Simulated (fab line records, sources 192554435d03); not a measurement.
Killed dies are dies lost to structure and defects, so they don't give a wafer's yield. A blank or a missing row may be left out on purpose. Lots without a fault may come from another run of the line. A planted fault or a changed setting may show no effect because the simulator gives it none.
fab line records | flow n5_finfet
record lots=9 wafers=27 last_day=17
route steps=1938 shown WELL_APT@33 BEOL_M4@1111 PASSIVATION@1936
lots that met no fault: from a run of the same line without faults
start_h: hours from the record's first day to the start of the lot's first wafer shown | wait_h: hours since the lot's step before | " the same as in the row above | L1.1+2: a row that stands for several wafers | - no value, or no start given | * or withheld: withheld | < > ~ a bound
route shown NAME@n: a module of which the file shows steps, and the number in the route of the first | usual: mean/standard deviation of fault-free wafers | same: alike in all rows | chamber/n: place in a boat | sites: the reading at each site | _std_site: their standard deviation | _edge_site: outer sites' mean less inner sites' | radius_mm: how far each site lies from the wafer's centre | mask NAME#n: copy n | behind: the tool/chamber that last shaped the wafer | hold: why the lot was held/for how many hours/how that ended | device: the transistor (n, p or np) that didn't switch | end of line: the same wafers' tests at the end of the route | a step without rows: its recipe alone | killed: dies lost to structure and defects at the first sort, not the wafer's yield | map: a wafer's dies, x killed, . not, _ none there
set.NAME: the setting as run; set.NAME@STEP: as run at that earlier step | model.NAME: the simulator's own value behind a step, which no gauge read
steps of the route over a sample of lots; a table a step, a row a wafer
services: from which hour (start_h, from the record's first day; less than 0 if before it) a tool's chamber was out of use, for how many hours, and why
## steps
# step N5_WELL_APT_IMPLANT_15
# recipe species=As energy_kev=25 dose_cm2=1.5e+13 tilt_deg=0 rotation_deg=0
# usual beam_energy_keV=25.000/0.0076 beam_on_s=10.02/0.2 dose_ions_cm2=1.4998e+13/1.6e+10 faraday_current_uA=190/3.8
# columns lot.wafer tool chamber start_h wait_h beam_energy_keV beam_on_s dose_ions_cm2 faraday_current_uA
L179.1 implanter-01 0 37.96 0.1 25.001 10.08 1.4996e+13 189
L179.5 " 0 " " 24.996 9.86 1.5007e+13 194
L179.6 " 0 " " 24.998 10.08 1.5001e+13 188
L180.2 implanter-01 0 44.37 0.1 25.001 9.81 1.4978e+13 194
L180.3 " 0 " " 25.002 10.02 1.4988e+13 190
L180.5 " 0 " " 25.008 10.12 1.5001e+13 189
L184.3 implanter-01 0 68.15 0.1 24.995 9.96 9.278e+12 119
L184.4 " 0 " " 24.997 9.94 9.309e+12 119
L184.6 " 0 " " 24.988 10.22 9.291e+12 115
L186.1 implanter-01 0 80.49 0.1 24.995 9.57 9.262e+12 123
L186.4 " 0 " " 24.998 9.85 9.234e+12 120
L186.6 " 0 " " 24.999 10.13 9.275e+12 116
L192.4 implanter-02 0 116.19 0.1 24.987 9.91 1.4986e+13 191
L192.5 " 0 " " 24.993 9.96 1.4995e+13 191
L192.6 " 0 " " 24.983 9.87 1.4992e+13 192
L195.4 implanter-02 0 134.14 0.1 24.984 9.88 1.4999e+13 192
L195.5 " 0 " " 24.995 9.99 1.5011e+13 191
L195.6 " 0 " " 24.993 10.19 1.5e+13 187
L196.1 implanter-01 0 140.22 0.1 25.011 10.05 1.4986e+13 189
L196.3 " 0 " " 24.997 9.88 1.4979e+13 191
L196.6 " 0 " " 25.015 10.03 1.5019e+13 190
L197.1 implanter-02 0 146.50 0.1 25.008 9.81 1.4994e+13 194
L197.5 " 0 " " 25.001 9.66 1.4999e+13 196
L197.6 " 0 " " 24.989 10.08 1.5002e+13 190
L198.1 implanter-01 0 152.09 0.1 25.005 10.25 1.4998e+13 186
L198.2 " 0 " " 24.999 10.10 1.4988e+13 188
L198.6 " 0 " " 25.016 10.32 1.4994e+13 184
# step N5_WELL_APT_INSPECT_27
# recipe mode=adi inspect_instrument=macro
# usual raw_defect_count=2/1.4
# columns lot.wafer tool chamber start_h wait_h raw_defect_count
L179.1 defect_inspect-02 - 39.21 0.0 2
L179.5 " - " " 2
L179.6 " - " " 0
L180.2 defect_inspect-02 - 45.18 0.0 2
L180.3 " - " " 5
L180.5 " - " " 1
L184.3 defect_inspect-01 - 69.05 0.0 3
L184.4 " - " " 2
L184.6 " - " " 4
L186.1 defect_inspect-01 - 81.55 0.0 3
L186.4 " - " " 0
L186.6 " - " " 2
L192.4 defect_inspect-01 - 117.18 0.0 3
L192.5 " - " " 4
L192.6 " - " " 4
L195.4 defect_inspect-01 - 135.11 0.0 1
L195.5 " - " " 2
L195.6 " - " " 2
L196.1 defect_inspect-02 - 141.15 0.0 1
L196.3 " - " " 3
L196.6 " - " " 1
L197.1 defect_inspect-02 - 147.31 0.0 3
L197.5 " - " " 0
L197.6 " - " " 2
L198.1 defect_inspect-01 - 152.92 0.0 0
L198.2 " - " " 3
L198.6 " - " " 2
# step N5_WELL_APT_DESCUM_30
# recipe chemistry=O2 time_s=7.9 source_power_w=50 bias_power_w=20 pressure_mtorr=20 rf_frequency_hz=2.712e+07 temp_c=40 o2_flow_sccm=225
# usual drypump_motor_current_A=5.9/0.4 oes_product_au=0.78/0.1 rf_fwd_power_W=49.68/0.18 rf_vpp_V=243.2/1.4 showerhead_plenum_p_Torr=2.09/0.075 throttle_valve_pct=20.5/0.31
# columns lot.wafer tool chamber start_h wait_h drypump_motor_current_A oes_product_au rf_fwd_power_W rf_hours_counter_h rf_vpp_V showerhead_plenum_p_Torr throttle_valve_pct
L179.1 rie_diel-05 3 39.24 0.0 5.6 0.75 49.80 149 244.5 2.18 20.5
L179.5 " 0 " " 5.4 0.95 49.40 - 242.9 2.12 19.7
L179.6 " 1 " " 5.8 0.70 49.54 - 243.3 2.07 20.7
L180.2 rie_diel-04 1 45.24 0.1 6.4 0.71 49.42 240 240.1 1.99 21.0
L180.3 " 2 " " 5.9 0.70 49.42 196 240.3 2.01 20.4
L180.5 " 2 " " 5.8 0.70 49.43 - 241.4 2.01 20.4
L184.3 rie_diel-04 1 69.33 0.3 6.4 0.69 49.60 248 242.0 1.98 20.9
L184.4 " 0 " " 5.7 0.69 49.78 234 243.1 2.06 20.7
L184.6 " 3 " " 6.0 0.73 49.79 - 245.1 2.17 20.8
L186.1 rie_diel-05 0 81.58 0.0 5.5 0.91 49.60 18 243.3 2.11 19.7
L186.4 " 2 " " 5.2 0.82 49.71 75 242.3 2.04 20.0
L186.6 " 3 " " 5.6 0.74 49.85 - 245.3 2.17 20.5
L192.4 rie_diel-04 0 117.21 0.0 5.7 0.68 49.85 250 243.6 2.05 20.8
L192.5 " 0 " " 5.7 0.68 49.76 - 242.5 2.05 20.8
L192.6 " 3 " " 5.9 0.72 50.12 - 245.1 2.16 20.8
L195.4 rie_diel-04 0 135.18 0.1 5.7 1.02 49.86 0 241.7 2.05 20.5
L195.5 " 2 " " 5.9 0.66 49.77 - 241.0 2.00 20.5
L195.6 " 1 " " 6.4 0.92 49.59 - 244.2 2.24 20.6
L196.1 rie_diel-04 3 141.18 0.0 5.9 0.70 49.91 211 244.9 2.16 20.8
L196.3 " 2 " " 5.9 0.66 49.50 233 241.1 2.00 20.5
L196.6 " 1 " " 6.4 0.91 49.62 - 245.7 2.24 20.6
L197.1 rie_diel-04 3 147.34 0.0 5.9 0.71 49.82 213 244.3 2.16 20.8
L197.5 " 2 " " 5.9 0.66 49.66 - 242.6 2.00 20.5
L197.6 " 1 " " 6.4 0.90 49.84 - 244.6 2.24 20.6
L198.1 rie_diel-04 3 152.96 0.0 5.9 0.71 49.62 215 245.1 2.16 20.8
L198.2 " 1 " " 6.4 0.92 49.53 25 246.2 2.24 20.6
L198.6 " 1 " " 6.4 0.91 49.62 - 245.2 2.24 20.6
# step N5_WELL_APT_RTA_34
# recipe temp_c=1000 time_s=10 ambient=N2 idle_temp_c=600 ramp_up_c_per_s=150 ramp_down_c_per_s=60 cool_to_c=600
# usual anneal_temp_c_max=1007.4/2.6 lamp_power_pct=13.01/0.05 lamp_zone_1_pct=12.995/0.026 lamp_zone_6_pct=12.92/0.03 wafer_temp_C_max=1003.7/1
# columns lot.wafer tool chamber start_h wait_h anneal_temp_c_max lamp_power_pct lamp_zone_1_pct lamp_zone_6_pct wafer_temp_C_max
L179.1 rtp_anneal-02 0 40.30 0.0 1012.5 13.08 13.049 12.94 1003.7
L179.5 " 0 " " 1009.3 13.03 13.024 12.92 1002.7
L179.6 " 0 " " 1010.6 13.12 13.039 12.93 1003.2
L180.2 rtp_anneal-02 0 46.14 0.2 1009.9 12.99 12.987 12.93 1003.6
L180.3 " 0 " " 1010.7 13.03 13.002 12.90 1003.2
L180.5 " 0 " " 1009.8 13.07 13.026 12.95 1004.6
L184.3 rtp_anneal-02 0 70.56 0.5 1010.5 12.97 12.970 12.92 1001.9
L184.4 " 0 " " 1008.8 12.99 12.983 12.98 1003.4
L184.6 " 0 " " 1007.6 13.06 12.989 12.93 1003.1
L186.1 rtp_anneal-02 0 82.61 0.0 1009.7 12.99 13.022 12.91 1003.8
L186.4 " 0 " " 1008.0 12.96 12.994 12.91 1006.7
L186.6 " 0 " " 1009.9 13.02 12.966 12.92 1005.2
L192.4 rtp_anneal-02 0 118.33 0.1 1007.4 12.95 12.998 12.91 1003.4
L192.5 " 0 " " 1008.3 12.97 12.991 12.90 1003.9
L192.6 " 0 " " 1007.1 13.05 13.015 12.92 1003.6
L195.4 rtp_anneal-02 0 136.00 0.1 1008.4 13.04 13.008 12.90 1003.6
L195.5 " 0 " " 1008.5 12.99 12.977 12.95 1003.4
L195.6 " 0 " " 1007.4 12.98 13.021 12.97 1002.9
L196.1 rtp_anneal-01 0 141.98 0.1 1003.6 13.03 12.992 12.95 1005.0
L196.3 " 0 " " 1002.7 13.04 12.909 12.90 1002.8
L196.6 " 0 " " 1003.3 13.00 12.986 12.91 1002.8
L197.1 rtp_anneal-02 0 148.32 0.2 1011.5 12.95 12.956 12.90 1003.5
L197.5 " 0 " " 1010.7 13.09 12.949 12.92 1003.0
L197.6 " 0 " " 1011.7 13.07 12.982 12.94 1005.0
L198.1 rtp_anneal-02 0 153.83 0.1 1008.9 13.05 13.019 12.87 1003.5
L198.2 " 0 " " 1007.2 13.05 12.994 12.96 1003.9
L198.6 " 0 " " 1008.5 12.95 13.003 12.94 1003.2
# step N5_BEOL_M4_RC_MEAS_101
# usual CJ_P=5.80/0.17 DIBL_N=36.3/1.7 DIBL_P=36.3/2.2 IOFF_N=0.16/0.034 IOFF_P=0.21/0.038 ION_N=673/13 ION_P=461/8.3 SS_N=71.5/0.55 SS_P=73.3/0.67 VT_N=250/3.4 VT_P=-251/3.5
# columns lot.wafer tool chamber start_h wait_h CJ_P DIBL_N[mV/V] DIBL_P[mV/V] IOFF_N[nA/um] IOFF_P[nA/um] ION_N[uA/um] ION_P[uA/um] SS_N[mV/dec] SS_P[mV/dec] VT_N[mV] VT_P[mV]
L179.1 prober-01 0 193.51 0.0 5.71 37.5 39.8 0.24 0.25 685 460 72.3 73.0 243 -250
L179.5 " 0 " " 5.62 35.6 37.9 0.21 0.21 682 458 71.8 72.4 245 -249
L179.6 " 0 " " 6.01 39.1 42.1 0.29 0.29 690 464 73.6 74.3 239 -245
L180.2 prober-01 0 205.16 0.2 5.68 34.6 33.7 0.13 0.17 665 451 71.7 72.1 253 -254
L180.3 " 0 " " 5.42 39.0 39.7 0.23 0.27 695 472 72.1 73.6 245 -248
L180.5 " 0 " " 5.80 37.8 38.0 0.19 0.25 684 464 71.8 74.3 248 -248
L184.3 prober-01 0 213.62 0.3 4.66 39.5 39.8 0.22 0.34 698 486 72.3 74.4 248 -241
L184.4 " 0 " " 4.68 35.5 35.7 0.15 0.23 680 473 71.4 73.7 248 -245
L184.6 " 0 " " 4.60 36.1 36.0 0.15 0.23 677 469 72.1 73.2 253 -246
L186.1 prober-02 0 237.78 0.0 4.38 35.7 36.2 0.16 0.19 676 461 71.1 72.8 248 -252
L186.4 " 0 " " 4.75 37.9 38.3 0.19 0.22 662 454 72.6 74.1 249 -250
L186.6 " 0 " " 4.46 36.9 37.7 0.18 0.21 679 453 71.7 73.6 247 -253
L192.4 prober-02 0 268.68 0.5 5.78 37.7 36.8 0.17 0.17 680 453 71.8 73.3 248 -259
L192.5 " 0 " " 5.80 36.5 34.2 0.15 0.15 668 450 71.5 73.3 253 -258
L192.6 " 0 " " 5.64 36.4 34.9 0.14 0.15 674 454 70.8 72.7 250 -259
L195.4 prober-02 0 287.43 0.5 5.88 39.4 39.6 0.22 0.27 699 475 71.7 73.7 244 -247
L195.5 " 0 " " 5.97 35.8 34.8 0.13 0.18 669 462 71.5 72.2 255 -251
L195.6 " 0 " " 5.63 37.2 37.5 0.18 0.23 688 471 71.2 74.1 248 -250
L196.1 prober-01 0 290.26 0.0 6.07 35.2 35.0 0.12 0.20 673 474 71.0 72.3 252 -250
L196.3 " 0 " " 5.99 39.5 41.1 0.22 0.32 702 489 71.9 74.4 244 -243
L196.6 " 0 " " 5.91 39.0 38.8 0.19 0.28 686 479 71.5 73.7 246 -244
L197.1 prober-02 0 293.52 0.0 5.93 36.2 34.5 0.15 0.20 660 455 72.0 73.7 249 -250
L197.5 " 0 " " 5.74 34.7 33.2 0.13 0.17 667 455 70.9 73.3 250 -255
L197.6 " 0 " " 6.07 35.2 33.5 0.14 0.18 661 450 71.3 73.4 251 -251
L198.1 prober-02 0 296.96 0.0 5.56 36.2 35.5 0.14 0.17 662 453 71.2 73.1 253 -256
L198.2 " 0 " " 5.78 38.1 37.5 0.18 0.20 671 455 71.8 73.8 248 -251
L198.6 " 0 " " 5.54 38.4 38.9 0.20 0.23 693 465 71.8 74.1 248 -253
# step N5_PASSIVATION_PROBE_49
# usual defect_limited_yield=91.4/1.6 killed_at_M0_to_M3=34/10 killed_at_M4_up=12/4.8 killed_at_contacts=11/6.2 killed_at_front_end=39/13 killed_at_other=4/3.1 killed_dies=101/19 killed_on_rim=13/4.1 killed_open=67/14 killed_short=32/8.3 sort_bin_5_function=5.0/1 sort_bin_6_memory=3.2/0.76 sort_bin_8_speed=0.00/0.026 sort_n_pass=1079/19
# same gross_dies=1180 killed_at_back_side=0 sort_bin_4_leakage[%]=0
# columns lot.wafer tool chamber start_h wait_h defect_limited_yield[%] killed_at_M0_to_M3 killed_at_M4_up killed_at_contacts killed_at_front_end killed_at_other killed_dies killed_on_rim killed_open killed_short sort_bin_5_function[%] sort_bin_6_memory[%] sort_bin_8_speed[%] sort_n_pass
L192.4 prober-02 - 376.87 0.2 90.4 48 5 18 39 3 113 9 75 36 5.8 3.5 0 1067
L192.5 prober-02 - 376.92 0.2 90.7 45 17 14 26 8 110 15 80 28 5.6 3.4 0 1070
L192.6 prober-02 - 376.97 0.3 89.7 50 6 20 40 5 121 20 80 41 6.3 3.5 0 1059
# killed by level:class
L192.4 MOL_CONTACT_COAG:geometric_particle:open=12 BEOL_M2:geometric_particle:open=12 STI_FIN_REVEAL:geometric_particle:open=9 BEOL_M3:geometric_particle:open=9 BEOL_M1:geometric_particle:short=7 GATE_CUT:geometric_particle:open=6 BEOL_M0_SAQP:geometric_particle:open=6 FIN_SAQP:geometric_particle:open=5
L192.5 MOL_CONTACT_COAG:geometric_particle:open=14 BEOL_M3:geometric_particle:open=11 BEOL_M0_SAQP:geometric_particle:open=10 STI_FIN_REVEAL:geometric_particle:open=7 BEOL_M1:geometric_particle:short=6 BEOL_M1:geometric_particle:open=5 PASS1_CAP:geometric_particle:short=5 FIN_SAQP:geometric_particle:open=4
L192.6 MOL_CONTACT_COAG:geometric_particle:open=16 FIN_SAQP:geometric_particle:open=14 BEOL_M3:geometric_particle:open=13 BEOL_M0_SAQP:geometric_particle:open=11 BEOL_M0_SAQP:geometric_particle:short=8 FIN_SAQP:geometric_particle:short=6 BEOL_M2:geometric_particle:open=6 MOL_CONTACT_COAG:geometric_particle:short=4
## services
# columns tool chamber start_h hours kind
implanter-02 - 21.12 2.8 pm
rie_diel-05 1 31.28 5.0 repair
implanter-02 - 54.30 2.6 repair
rie_diel-05 - 55.14 2.8 pm
rie_diel-04 1 74.69 - clean
rie_diel-04 1 74.69 - consumable_replace:focus_ring
rie_diel-04 1 74.69 - consumable_replace:showerhead
rie_diel-04 1 74.69 12.3 scheduled_down
rie_diel-04 1 74.69 12.3 vent_cycle
rie_diel-04 0 96.43 3.4 repair
rie_diel-05 1 106.79 - clean
rie_diel-05 1 106.79 - consumable_replace:focus_ring
rie_diel-05 1 106.79 17.9 scheduled_down
rie_diel-05 1 106.79 17.9 vent_cycle
rie_diel-04 0 118.61 - clean
rie_diel-04 0 118.61 - consumable_replace:focus_ring
rie_diel-04 0 118.61 15.0 scheduled_down
rie_diel-04 0 118.61 15.0 vent_cycle
## key
first_sign step=N5_WELL_APT_IMPLANT_15 reading=dose_ions_cm2 direction=down sigmas=99+ usual=1.4998e+13 struck=9.275e+12
effect step=N5_WELL_APT_IMPLANT_15 reading=faraday_current_uA direction=down sigmas=19 usual=190 struck=119
effect step=N5_BEOL_M4_RC_MEAS_101 reading=CJ_P direction=down sigmas=7.1 usual=5.80 struck=4.59
met_at N5_WELL_APT_IMPLANT_15
struck_lots L184,L186
not_acting_at N5_WELL_APT_INSPECT_27,N5_WELL_APT_DESCUM_30,N5_WELL_APT_RTA_34
onset_between 44.37 68.15
fault kind=process_parameter_drift tool=implanter-01 chamber=- onset_h=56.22 steps=N5_WELL_APT_IMPLANT_15 channel=dose_cm2 offset=-5.7216e+12 shape=step end_h=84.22 acts_in=these_recipes_only stated=1.5e+13
